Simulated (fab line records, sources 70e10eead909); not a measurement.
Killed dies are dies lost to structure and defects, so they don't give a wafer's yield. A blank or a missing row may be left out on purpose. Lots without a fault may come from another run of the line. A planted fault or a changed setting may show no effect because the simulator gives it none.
A struck lot beside a sound one | flow nand_harc | 26 steps out of a route of 1159
Sound: wafers L700.1, L700.3, L700.5. Struck: wafers L706.2, L706.3, L706.6. The cause comes at the end.
At each step with rows: each side's tool, then ch and its chambers, then its first start. Under that, the readings that differ: sound wafers | struck wafers | difference of the means | sigmas: that difference in standard deviations of wafers without a fault.
alike: readings whose means differ by less than 2 such deviations, and words and numbers that are the same on both sides. not compared: withheld readings, readings that some wafer has no value for, bounds like >300 that may hide the same value, and numbers for which the record gives no deviation and whose values overlap.
The two part at a step that has a row with sigmas, a row that says differs or no value, or rows on one side only. Numbers that don't overlap but have no deviation are shown without sigmas and don't part them. A reading that every wafer of one side lacks parts them only if that side has two wafers or more.

NHARC_P_ZERO_WELL_INSPECT_43:
  sound on defect_inspect-02, day 2 19:35; struck on defect_inspect-02, day 4 07:26
  alike: raw_defect_count
then, 11 steps without rows for these wafers: NHARC_P_STI_ETCH_26 (etches SiO2 in dHF, target depth 11 nm); NHARC_P_STI_PRECLEAN_27 (cleans in SC1); NHARC_P_STI_SRD_28; NHARC_P_STI_OXIDE_29 (material SiO2, target thk 10 nm, ox time 1362 s); NHARC_P_STI_HM_DEP_30 (deposits Si3N4, target thk 80 nm, time 873 s); NHARC_P_STI_DEHYDRATE_01 (time 120 s); NHARC_P_STI_HMDS_02 (time 30 s); NHARC_P_STI_COAT_41 (time 65 s); NHARC_P_STI_COAT_03 (resist thk 600 nm); NHARC_P_STI_SOFTBAKE_04 (time 70 s); NHARC_P_STI_EBR_05.
NHARC_P_STI_EXPOSE_06: exposes mask P STI, target cd 200 nm.
  sound on krf_scanner-04 ch 0, day 3 12:09; struck on krf_scanner-03 ch 0, day 4 23:47
  reading              | sound             | struck            | difference | sigmas
  exposure_dose_mJ_cm2 | 37.70 37.71 37.73 | 47.27 47.29 47.29 | +9.57      | +99 or more
  alike: mask
then, 2 steps without rows for these wafers: NHARC_P_STI_PEB_07 (peb time 80 s); NHARC_P_STI_DEVELOP_08 (time 50 s).
NHARC_P_STI_CD_MEAS_09: target cd 200 nm.
  sound on cd_sem-03 ch 0, day 3 12:18; struck on cd_sem-01 ch 0
  reading    | sound             | struck            | difference | sigmas
  cd_nm (nm) | 202.2 202.6 204.5 | 253.7 251.6 252.7 | +49.6      | +28
  not compared: hold
NHARC_P_STI_OVL_MEAS_10:
  sound on overlay-02, day 3 12:23; struck on overlay-01, day 5 03:14
  reading           | sound | struck                                                                     | difference                   | sigmas
  hold              | - - - | await_dispo/3.0h/release await_dispo/3.0h/release await_dispo/3.0h/release | no value on the sound wafers |
  overlay_x_nm (nm) | 8 8 8 | -7 -7 -7                                                                   | -15                          | -3
  alike: overlay_y_nm
NHARC_P_STI_INSPECT_11:
  sound on defect_inspect-01, day 3 12:26; struck on defect_inspect-02, day 5 03:16
  alike: raw_defect_count
then, 1 step without rows for these wafers: NHARC_P_STI_HARDBAKE_13 (time 65 s).
NHARC_P_STI_DESCUM_14: chemistry O2, time 3 s.
  sound on rie_diel-04 ch 0,2, day 3 12:35; struck on rie_diel-04 ch 0,3, day 5 03:24
  reading                | sound             | struck            | difference | sigmas
  model.P_STI.cd_nm (nm) | 202.1 202.5 204.3 | 253.6 252.7 252.6 | +50.0      |
  alike: drypump_motor_current_A, oes_product_au, rf_vpp_V, showerhead_plenum_p_Torr, throttle_valve_pct
  not compared: rf_hours_counter_h
NHARC_P_STI_ETCH_42: etches the open film in N2/H2, target depth 80 nm, overetch 24 nm, time 61 s.
  sound on rie_diel-04 ch 0,1,2, day 3 12:41; struck on rie_diel-04 ch 1,2,3, day 5 03:29
  alike: drypump_motor_current_A, oes_product_au, rf_vpp_V, showerhead_plenum_p_Torr, throttle_valve_pct
  not compared: rf_hours_counter_h
NHARC_P_STI_ETCH_31: etches the open film in CF4/CHF3, target depth 108.9 nm, time 54.5 s.
  sound on rie_diel-04 ch 1,2; struck on rie_diel-04 ch 0,2,3
  alike: drypump_motor_current_A, oes_product_au, rf_vpp_V, showerhead_plenum_p_Torr, throttle_valve_pct
  not compared: rf_hours_counter_h
NHARC_P_STI_ETCH_15: etches the open film in HBr/Cl2, target depth 300 nm, time 100.1 s.
  sound on rie_si-06 ch 0,1,2, day 3 12:54; struck on rie_si-06 ch 1,2, day 5 03:41
  reading                | sound           | struck            | difference | sigmas
  model.P_STI.cd_nm (nm) | 202.1 201.5 204 | 253.1 252.4 251.8 | +49.9      |
  alike: drypump_motor_current_A, oes_product_au, throttle_valve_pct
  not compared: rf_hours_counter_h
NHARC_P_STI_CD_MEAS_16:
  sound on cd_sem-01, day 3 13:04; struck on cd_sem-02, day 5 04:02
  reading    | sound             | struck            | difference | sigmas
  cd_nm (nm) | 201.9 201.5 204.2 | 253.3 252.5 251.7 | +50.0      | +25
  not compared: hold
NHARC_P_STI_OCD_MEAS_17:
  sound on ocd-02, day 3 13:09; struck on ocd-01, day 5 10:20
  reading                | sound             | struck            | difference | sigmas
  trench_foot_cd_nm (nm) | 159.6 160.2 162.7 | 211.2 210.8 210.6 | +50.0      | +26
  alike: trench_depth_nm
  not compared: hold
-- the record jumps here: 17 days lie between the struck wafers' starts before and after (it left off in module P_STI and takes up again in module END, whose first step shown is number 1159 of the route) --
NHARC_END_SORT_01:
  the record has rows for the struck wafers here (prober-02 ch 0, day 22 15:55) and none for the sound ones

WHERE THEY PART
First at NHARC_P_STI_EXPOSE_06; last, within this record, at NHARC_END_SORT_01.

WHY: what the simulator had put in
Process parameter drift: krf_scanner-03, from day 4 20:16 on, at NHARC_P_STI_EXPOSE_06. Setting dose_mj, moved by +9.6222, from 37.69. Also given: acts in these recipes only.
